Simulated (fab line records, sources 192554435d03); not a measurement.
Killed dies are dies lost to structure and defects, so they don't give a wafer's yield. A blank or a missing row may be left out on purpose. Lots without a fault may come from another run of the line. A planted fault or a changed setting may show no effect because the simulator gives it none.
fab line records | flow n5_finfet
record lots=12 wafers=30 last_day=17
route steps=1938 shown ZERO_LAYER@19 WELL_APT@29 BEOL_M4@1111 PASSIVATION@1936
lots that met no fault: from a run of the same line without faults
start_h: hours from the record's first day to the start of the lot's first wafer shown | wait_h: hours since the lot's step before | " the same as in the row above | L1.1+2: a row that stands for several wafers | - no value, or no start given | * or withheld: withheld | < > ~ a bound
route shown NAME@n: a module of which the file shows steps, and the number in the route of the first | usual: mean/standard deviation of fault-free wafers | same: alike in all rows | chamber/n: place in a boat | sites: the reading at each site | _std_site: their standard deviation | _edge_site: outer sites' mean less inner sites' | radius_mm: how far each site lies from the wafer's centre | mask NAME#n: copy n | behind: the tool/chamber that last shaped the wafer | hold: why the lot was held/for how many hours/how that ended | device: the transistor (n, p or np) that didn't switch | end of line: the same wafers' tests at the end of the route | a step without rows: its recipe alone | killed: dies lost to structure and defects at the first sort, not the wafer's yield | map: a wafer's dies, x killed, . not, _ none there
set.NAME: the setting as run; set.NAME@STEP: as run at that earlier step | model.NAME: the simulator's own value behind a step, which no gauge read
steps of the route over a sample of lots; a table a step, a row a wafer
services: from which hour (start_h, from the record's first day; less than 0 if before it) a tool's chamber was out of use, for how many hours, and why
## steps
# step N5_ZERO_LAYER_INSPECT_20
# recipe inspect_instrument=darkfield mode=post_clean
# usual raw_defect_count=37/13
# columns lot.wafer tool chamber start_h wait_h raw_defect_count
L346.1 defect_inspect-01 - 13.42 0.0 26
L346.4 " - " " 26
L347.4 defect_inspect-02 - 19.38 0.0 33
L347.6 " - " " 24
L350.1 defect_inspect-02 - 37.69 0.0 27
L350.2 " - " " 28
L350.6 " - " " 40
L353.2 defect_inspect-01 - 55.26 0.0 70
L353.5 " - " " 58
L353.6 " - " " 36
L354.1 defect_inspect-01 - 61.45 0.0 30
L354.3 " - " " 32
L354.4 " - " " 30
L355.1 defect_inspect-02 - 67.74 0.0 64
L355.2 " - " " 40
L358.2 defect_inspect-02 - 85.25 0.0 25
L358.4 " - " " 13
L359.3 defect_inspect-01 - 91.26 0.0 30
L359.6 " - " " 31
L360.5 defect_inspect-02 - 97.76 0.0 34
L360.6 " - " " 26
L361.3 defect_inspect-01 - 103.25 0.0 27
L361.4 " - " " 55
L361.6 " - " " 41
L367.4 defect_inspect-01 - 139.58 0.0 37
L367.5 " - " " 39
L367.6 " - " " 24
L368.4 defect_inspect-02 - 145.27 0.0 39
L368.5 " - " " 41
L368.6 " - " " 23
# step N5_WELL_APT_OVL_MEAS_09
# recipe points_per_wafer=44
# usual NWELL_OVL=2/4.8
# columns lot.wafer tool chamber start_h wait_h NWELL_OVL[nm]
L346.1 overlay-02 0 13.88 0.0 8
L346.4 " 0 " " 5
L347.4 overlay-02 0 19.71 0.0 -1
L347.6 " 0 " " -4
L350.1 overlay-02 0 38.03 0.0 6
L350.2 " 0 " " 3
L350.6 " 0 " " -1
L353.2 overlay-02 0 55.71 0.0 2
L353.5 " 0 " " -5
L353.6 " 0 " " -1
L354.1 overlay-01 0 61.91 0.0 2
L354.3 " 0 " " 1
L354.4 " 0 " " 10
L355.1 overlay-02 0 68.20 0.0 4
L355.2 " 0 " " 4
L358.2 overlay-01 0 85.71 0.0 8
L358.4 " 0 " " 3
L359.3 overlay-02 0 91.60 0.0 0
L359.6 " 0 " " 7
L360.5 overlay-01 0 98.09 0.0 7
L360.6 " 0 " " -2
L361.3 overlay-01 0 103.59 0.0 4
L361.4 " 0 " " -6
L361.6 " 0 " " 2
L367.4 overlay-02 0 140.03 0.0 -5
L367.5 " 0 " " 3
L367.6 " 0 " " -3
L368.4 overlay-02 0 145.72 0.0 0
L368.5 " 0 " " -1
L368.6 " 0 " " 5
# step N5_WELL_APT_INSPECT_10
# recipe mode=adi inspect_instrument=macro
# usual raw_defect_count=2.1/1.5
# columns lot.wafer tool chamber start_h wait_h raw_defect_count
L346.1 defect_inspect-01 - 13.91 0.0 1
L346.4 " - " " 4
L347.4 defect_inspect-02 - 19.74 0.0 2
L347.6 " - " " 1
L350.1 defect_inspect-02 - 38.05 0.0 3
L350.2 " - " " 2
L350.6 " - " " 1
L353.2 defect_inspect-02 - 55.74 0.0 2
L353.5 " - " " 0
L353.6 " - " " 2
L354.1 defect_inspect-01 - 61.93 0.0 3
L354.3 " - " " 4
L354.4 " - " " 1
L355.1 defect_inspect-01 - 68.23 0.0 5
L355.2 " - " " 1
L358.2 defect_inspect-02 - 85.73 0.0 3
L358.4 " - " " 0
L359.3 defect_inspect-02 - 91.62 0.0 2
L359.6 " - " " 2
L360.5 defect_inspect-01 - 98.11 0.0 4
L360.6 " - " " 2
L361.3 defect_inspect-02 - 103.61 0.0 5
L361.4 " - " " 1
L361.6 " - " " 4
L367.4 defect_inspect-01 - 140.06 0.0 2
L367.5 " - " " 3
L367.6 " - " " 0
L368.4 defect_inspect-02 - 145.75 0.0 6
L368.5 " - " " 2
L368.6 " - " " 0
# step N5_WELL_APT_IMPLANT_32
# recipe species=BF2 energy_kev=50 dose_cm2=2e+13 tilt_deg=0 rotation_deg=0
# usual dose_ions_cm2=2.0002e+13/2.3e+10 faraday_current_uA=254/5.3
# columns lot.wafer tool chamber start_h wait_h dose_ions_cm2 faraday_current_uA
L346.1 implanter-01 0 15.34 0.1 2.0035e+13 264
L346.4 " 0 " " 2.0029e+13 258
L347.4 implanter-02 0 21.26 0.1 1.9977e+13 244
L347.6 " 0 " " 1.999e+13 254
L350.1 implanter-01 0 39.63 0.1 2.0004e+13 249
L350.2 " 0 " " 1.9945e+13 251
L350.6 " 0 " " 1.9974e+13 256
L353.2 implanter-02 0 57.80 0.1 2.0007e+13 256
L353.5 " 0 " " 2.0002e+13 257
L353.6 " 0 " " 2.0018e+13 262
L354.1 implanter-01 0 63.49 0.1 2.0033e+13 270
L354.3 " 0 " " 1.9996e+13 252
L354.4 " 0 " " 2.0012e+13 258
L355.1 implanter-01 0 69.66 0.1 2.0024e+13 247
L355.2 " 0 " " 2.0055e+13 256
L358.2 implanter-02 0 87.32 0.1 1.996e+13 256
L358.4 " 0 " " 1.9985e+13 246
L359.3 implanter-01 0 93.34 0.1 2.0026e+13 256
L359.6 " 0 " " 2.0046e+13 253
L360.5 implanter-01 0 99.79 0.1 2.0036e+13 246
L360.6 " 0 " " 1.9993e+13 261
L361.3 implanter-01 0 106.36 0.1 2.0048e+13 256
L361.4 " 0 " " 2.0014e+13 259
L361.6 " 0 " " 1.9991e+13 258
L367.4 implanter-01 0 141.77 0.1 3.801e+13 488
L367.5 " 0 " " 3.8057e+13 488
L367.6 " 0 " " 3.8025e+13 476
L368.4 implanter-01 0 147.50 0.1 3.8075e+13 492
L368.5 " 0 " " 3.8084e+13 485
L368.6 " 0 " " 3.8047e+13 490
# step N5_BEOL_M4_RC_MEAS_101
# usual CJ_N=4.36/0.13 DIBL_N=36.0/2 DIBL_P=35.9/2.5 IOFF_N=0.16/0.038 IOFF_N_LONG=5.6e-05/3.3e-06 IOFF_P=0.21/0.04 ION_N=675/14 ION_P=462/9.4 RS_PWELL=3012/21 SS_N=71.5/0.75 SS_P=73.2/0.74 VT_N=250/3.9 VT_P=-251/3.2
# columns lot.wafer tool chamber start_h wait_h CJ_N DIBL_N[mV/V] DIBL_P[mV/V] IOFF_N[nA/um] IOFF_N_LONG[nA/um] IOFF_P[nA/um] ION_N[uA/um] ION_P[uA/um] RS_PWELL[ohm/sq] SS_N[mV/dec] SS_P[mV/dec] VT_N[mV] VT_P[mV]
L347.4 prober-01 0 164.16 0.5 4.15 35.2 35.1 0.17 6.1e-05 0.22 691 472 2989 70.9 73.1 244 -245
L347.6 " 0 " " 4.38 36.8 35.2 0.21 6.4e-05 0.22 694 466 2987 71.7 73.5 242 -246
L346.1 prober-01 0 166.62 0.0 4.41 37.7 35.8 0.20 6e-05 0.20 667 455 2991 72.2 72.8 249 -252
L346.4 " 0 " " 4.38 36.3 33.6 0.16 6.1e-05 0.16 675 452 3004 71.1 72.4 250 -255
L350.1 prober-01 0 197.12 0.0 4.49 37.3 37.2 0.17 5.1e-05 0.19 664 446 2983 72.3 73.7 251 -255
L350.2 " 0 " " 4.33 32.4 31.9 0.11 4.9e-05 0.14 654 445 2998 70.8 72.6 256 -257
L350.6 " 0 " " 4.45 38.7 39.4 0.20 5.1e-05 0.25 670 459 2976 71.8 74.5 246 -251
L353.2 prober-01 0 205.27 0.2 4.53 34.7 33.1 0.14 6e-05 0.18 668 461 3003 71.0 72.9 250 -253
L353.5 " 0 " " 4.40 35.0 34.7 0.15 5.9e-05 0.20 675 464 3005 71.1 73.1 249 -250
L353.6 " 0 " " 4.51 37.0 35.0 0.18 6e-05 0.20 661 456 2978 73.0 73.8 249 -250
L354.1 prober-02 0 212.35 0.0 4.34 35.6 34.3 0.16 6.1e-05 0.23 701 483 3013 71.3 72.8 243 -245
L354.3 " 0 " " 4.20 34.8 33.3 0.13 5.9e-05 0.22 683 475 3004 69.7 72.4 248 -248
L354.4 " 0 " " 4.22 35.3 34.1 0.14 6e-05 0.23 686 472 3034 70.6 72.8 248 -247
L355.1 prober-01 0 216.26 0.0 4.36 35.4 34.6 0.14 5.4e-05 0.15 656 445 3006 71.9 72.7 252 -257
L355.2 " 0 " " 4.09 37.5 39.3 0.18 5.3e-05 0.25 675 459 2985 71.5 73.4 247 -250
L359.3 prober-01 0 243.21 0.3 4.41 37.8 37.0 0.22 5.8e-05 0.23 678 454 2970 72.3 73.3 245 -250
L359.6 " 0 " " 4.11 35.9 37.3 0.17 5.6e-05 0.24 665 459 3010 71.3 73.5 249 -245
L358.2 prober-01 0 249.63 0.2 4.25 33.6 33.9 0.11 5.1e-05 0.16 669 461 2990 71.3 72.5 254 -254
L358.4 " 0 " " 4.58 37.2 37.7 0.18 5.5e-05 0.20 682 460 3024 71.8 73.6 248 -254
L361.3 prober-01 0 268.25 0.3 4.43 38.6 39.3 0.22 5.8e-05 0.24 685 466 3011 72.4 73.3 248 -251
L361.4 " 0 " " 4.35 38.6 39.2 0.21 5.8e-05 0.26 683 472 2984 72.2 73.0 248 -248
L361.6 " 0 " " 4.30 35.6 36.2 0.17 5.8e-05 0.20 696 474 2976 71.3 72.3 248 -249
L360.5 prober-02 0 268.78 0.6 4.39 35.2 36.0 0.17 5.4e-05 0.22 695 472 3066 71.0 73.5 248 -248
L360.6 " 0 " " 4.50 32.2 30.1 0.10 5.4e-05 0.13 655 448 3052 70.8 71.6 257 -258
L367.4 prober-01 0 296.19 0.5 5.93 33.1 32.6 0.09 7.6e-05 0.16 640 455 2857 70.8 72.1 260 -253
L367.5 " 0 " " 5.95 36.3 36.4 0.13 7.6e-05 0.22 658 458 2880 71.6 73.2 254 -250
L367.6 " 0 " " 6.14 36.2 37.0 0.15 8.3e-05 0.24 668 466 2883 71.0 73.7 250 -249
L368.4 prober-01 0 301.23 0.5 5.98 31.1 31.3 0.08 7.5e-05 0.14 650 460 2891 70.0 71.0 256 -255
L368.5 " 0 " " 5.90 34.6 35.0 0.12 7.2e-05 0.17 660 460 2893 71.2 72.7 255 -253
L368.6 " 0 " " 6.43 32.2 31.9 0.10 8.9e-05 0.15 658 464 2892 70.5 71.9 259 -256
# step N5_PASSIVATION_PROBE_49
# usual defect_limited_yield=91.3/1.5 killed_at_M0_to_M3=33/12 killed_at_M4_up=15/5.2 killed_at_contacts=12/5.1 killed_at_front_end=39/11 killed_at_other=5/3.6 killed_dies=103/18 killed_open=67/13 killed_short=33/7.8 sort_bin_5_function=5.1/0.96 sort_bin_6_memory=3.2/0.71 sort_bin_8_speed=0.01/0.063 sort_n_pass=1077/18 sort_yield_pct=91.3/1.5
# same gross_dies=1180 killed_at_back_side=0 sort_bin_4_leakage[%]=0
# columns lot.wafer tool chamber start_h wait_h defect_limited_yield[%] killed_at_M0_to_M3 killed_at_M4_up killed_at_contacts killed_at_front_end killed_at_other killed_dies killed_open killed_short sort_bin_5_function[%] sort_bin_6_memory[%] sort_bin_8_speed[%] sort_n_pass sort_yield_pct[%]
L359.3 prober-02 - 348.89 0.1 91.1 22 23 7 43 10 105 67 38 5.3 3.2 0.08 1074 91.0
L359.6 prober-02 - 349.04 0.3 90.8 24 16 10 57 2 109 66 38 5.4 3.0 0 1071 90.8
L360.5 prober-02 - 364.71 0.2 89.6 32 8 13 66 4 123 74 41 6.2 3.1 0 1057 89.6
L360.6 prober-02 - 364.76 0.3 88.2 38 19 9 73 0 139 100 38 7.0 4.5 0 1041 88.2
L367.4 prober-02 - 397.60 0.2 91.2 18 19 10 55 2 104 49 36 4.4 3.0 0.51 1070 90.7
L367.5 prober-02 - 397.65 0.2 90.7 37 16 5 49 3 110 71 35 5.8 3.1 0 1070 90.7
L367.6 prober-02 - 397.70 0.3 90.9 25 17 10 51 4 107 60 38 4.8 3.2 0 1073 90.9
L368.4 prober-01 - 401.02 0.2 91.0 30 7 8 57 4 106 54 38 5.1 2.9 0 1074 91.0
# killed by level:class
L359.3 FIN_SAQP:geometric_particle:short=12 FIN_SAQP:geometric_particle:open=11 STI_FIN_REVEAL:geometric_particle:open=10 BEOL_M0_SAQP:geometric_particle:open=10 BEOL_M4:geometric_particle:open=10 MOL_CONTACT_COAG:geometric_particle:open=6 BEOL_M4:geometric_particle:short=6 MIM_TOP:geometric_particle:open=5
L359.6 STI_FIN_REVEAL:geometric_particle:open=17 GATE_CUT:geometric_particle:short=10 MOL_CONTACT_COAG:geometric_particle:open=10 FIN_SAQP:geometric_particle:short=9 FIN_SAQP:geometric_particle:open=7 BEOL_M0_SAQP:geometric_particle:open=7 BEOL_M0_SAQP:geometric_particle:short=7 BEOL_M4:geometric_particle:open=7
L360.5 FIN_SAQP:geometric_particle:open=18 STI_FIN_REVEAL:geometric_particle:open=14 FIN_SAQP:geometric_particle:short=13 MOL_CONTACT_COAG:geometric_particle:open=12 BEOL_M0_SAQP:geometric_particle:short=9 BEOL_M3:geometric_particle:open=9 HKMG_FIN:area_etch=8 BEOL_M0_SAQP:geometric_particle:open=7
L360.6 STI_FIN_REVEAL:geometric_particle:open=24 BEOL_M3:geometric_particle:open=16 BEOL_M4:geometric_particle:open=12 FIN_SAQP:geometric_particle:short=9 FIN_SAQP:geometric_particle:open=9 STI_FIN_REVEAL:geometric_particle:short=8 MOL_CONTACT_COAG:geometric_particle:open=8 BEOL_M0_SAQP:geometric_particle:open=8
L367.4 HKMG_FIN:area_etch=13 FIN_SAQP:geometric_particle:short=10 BEOL_M4:geometric_particle:open=8 DUMMY_GATE:geometric_particle:open=7 MOL_CONTACT_COAG:geometric_particle:open=6 GATE_CUT:geometric_particle:short=5 BEOL_M2:geometric_particle:open=5 FIN_SAQP:geometric_particle:open=4
L367.5 GATE_CUT:geometric_particle:short=11 STI_FIN_REVEAL:geometric_particle:open=10 FIN_SAQP:geometric_particle:short=8 BEOL_M0_SAQP:geometric_particle:open=8 BEOL_M3:geometric_particle:open=8 BEOL_M0_SAQP:geometric_particle:short=7 BEOL_M2:geometric_particle:open=7 DUMMY_GATE:geometric_particle:open=6
L367.6 FIN_SAQP:geometric_particle:short=10 FIN_SAQP:geometric_particle:open=9 BEOL_M2:geometric_particle:open=9 MOL_CONTACT_COAG:geometric_particle:open=8 STI_FIN_REVEAL:geometric_particle:open=6 GATE_CUT:geometric_particle:short=6 BEOL_M3:geometric_particle:open=6 HKMG_FIN:area_etch=6
L368.4 FIN_SAQP:geometric_particle:short=14 STI_FIN_REVEAL:geometric_particle:open=12 FIN_SAQP:geometric_particle:open=10 HKMG_FIN:area_etch=10 BEOL_M0_SAQP:geometric_particle:short=8 BEOL_M3:geometric_particle:open=8 BEOL_M0_SAQP:geometric_particle:open=7 MOL_CONTACT_COAG:geometric_particle:open=5
## services
# columns tool chamber start_h hours kind
implanter-02 - -4.30 1.2 repair
implanter-02 - 59.28 27.6 pm
implanter-01 - 86.28 1.3 repair
implanter-02 - 92.20 5.8 repair
implanter-01 - 117.16 3.8 pm
implanter-01 - 123.13 17.1 repair
## key
first_sign step=N5_WELL_APT_IMPLANT_32 reading=dose_ions_cm2 direction=up sigmas=99+ usual=2.0002e+13 struck=3.805e+13
effect step=N5_WELL_APT_IMPLANT_32 reading=faraday_current_uA direction=up sigmas=44 usual=254 struck=486
effect step=N5_BEOL_M4_RC_MEAS_101 reading=CJ_N direction=up sigmas=13 usual=4.36 struck=6.05
effect step=N5_BEOL_M4_RC_MEAS_101 reading=IOFF_N_LONG direction=up sigmas=6.7 usual=5.6e-05 struck=7.8e-05
effect step=N5_BEOL_M4_RC_MEAS_101 reading=RS_PWELL direction=down sigmas=6.1 usual=3012 struck=2883
met_at N5_WELL_APT_IMPLANT_32
struck_lots L367,L368
baseline_loss step=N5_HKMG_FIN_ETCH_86 wafers=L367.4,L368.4
not_acting_at N5_ZERO_LAYER_INSPECT_20,N5_WELL_APT_OVL_MEAS_09,N5_WELL_APT_INSPECT_10
onset_between 106.36 141.77
fault kind=process_parameter_drift tool=implanter-01 chamber=- onset_h=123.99 steps=N5_WELL_APT_IMPLANT_32 channel=dose_cm2 offset=1.8055e+13 shape=step end_h=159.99 acts_in=these_recipes_only stated=2e+13
# baseline_loss: these wafers lose ten dies or more at that step, a loss of the line's own and not of a fault; the sort's usual values leave them out
